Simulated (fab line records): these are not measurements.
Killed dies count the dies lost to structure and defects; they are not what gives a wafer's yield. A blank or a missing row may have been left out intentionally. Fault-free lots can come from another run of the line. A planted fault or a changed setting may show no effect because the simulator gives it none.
Problem report in the 8D (eight disciplines) form, filled by code    flow nand-harc    the parts of the form that need people (team, actions taken, sign-off) are left out

== 1. THE ISSUE ==
Wafers without a fault read 346.2 s, standard deviation 0.45; run-length-s at NHARC_A_CHANNEL_HOLE_D1_ETCH_39 reads a mean of 274.9 s on 2 wafers belonging to 2 lots. So: -99 or more standard deviations from the usual mean.
The step: etches the open film in N2/H2, target depth 260 nm, time 325 s.
Earliest sighting: wafer L166.4 on rie-diel-12 at day 10 13:49. The record has a number at this step for 36 wafers belonging to 12 lots. By rule, "out" or "out of limits" means more than 4 standard deviations away from the usual mean. The other wafers with a number count as sound.

== 2. WHAT IT IS, AND WHAT IT ISN'T ==
question                     is                 is not
which readings at this step  run-length-s       drypump-motor-current-A, mfc-ar-sccm, oes-product-au, rf-vpp-V, showerhead-plenum-p-Torr, throttle-valve-pct
which lots                   L166, L167         L162, L164, L168, L174, L175, L176, L181, L182, L183, L184
which wafers of those lots   L166.4, L167.1     L166.1, L166.5, L167.2, L167.4
read on which tools          rie-diel-12        rie-diel-02, rie-diel-11
when                         from day 10 13:49  up to then (8 sound wafers); but 26 sound wafers of L167, L168, L174, L175, L176, L181, L182, L183, L184 came after

== 3. THE SUSPECTS, EACH WITH WHAT RULES IT OUT ==
Counting: a tool at a process step up to the reading stays a suspect if it ran every lot that is out. Sound lots after the first of them don't rule it out here, since some wafers of a struck lot are sound.
- rie-diel-12 at NHARC_A_CHANNEL_HOLE_D1_DESCUM_15 (chemistry O2, time 3 s): kept. It processed each lot that is out (first: L166, day 10 13:35); up to then, its last sound lot is L162 (day 8 23:42).
- rie-diel-12 at NHARC_A_CHANNEL_HOLE_D1_ETCH_39 (etches the open film in N2/H2, target depth 260 nm, time 325 s): kept. It processed each lot that is out (first: L166, day 10 13:49); up to then, its last sound lot is L162 (day 8 23:56). Out on those wafers are its own readings of run-length-s.
- In rie-diel-12 at NHARC_A_CHANNEL_HOLE_D1_ETCH_39, the wafers that are out were processed in chamber 0 and their sound lot-mates in chambers 1, 2.
What counting leaves: rie-diel-12 at NHARC_A_CHANNEL_HOLE_D1_DESCUM_15 and rie-diel-12 at NHARC_A_CHANNEL_HOLE_D1_ETCH_39.

== 4. THE CAUSE (what the simulator had put in) ==
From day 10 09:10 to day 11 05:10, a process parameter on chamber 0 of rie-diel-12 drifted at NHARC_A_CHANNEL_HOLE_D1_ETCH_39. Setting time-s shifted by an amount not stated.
Of the 2 suspects that counting leaves, this tool is one.

== 5. THE EFFECT CHAIN, in route order ==
Each row: a reading whose mean over the struck wafers that have a number lies more than 3 standard deviations from the usual. Only readings whose record carries a usual standard deviation are examined. hours: median over the lots of the time between each lot's start at the first step of this table that gives one and its start at this step. sigmas: the change, counted in usual standard deviations.
hours  step                             reading       usual    on struck wafers  change  sigmas
0      NHARC_A_CHANNEL_HOLE_D1_ETCH_39  run-length-s  346.2 s  274.9             -71.2   -99 or more
Process steps it contains:
- NHARC_A_CHANNEL_HOLE_D1_ETCH_39: etches the open film in N2/H2, target depth 260 nm, time 325 s.
Later measuring or inspecting steps at which every struck wafer that the step has a row for has a number for every such reading, and none has moved that far: NHARC_END_SORT_01.

== 6. WHAT WOULD HAVE CAUGHT IT SOONER ==
The fault began at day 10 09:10; the first out-of-limits reading in this record came at day 10 13:49, 5 hours later.
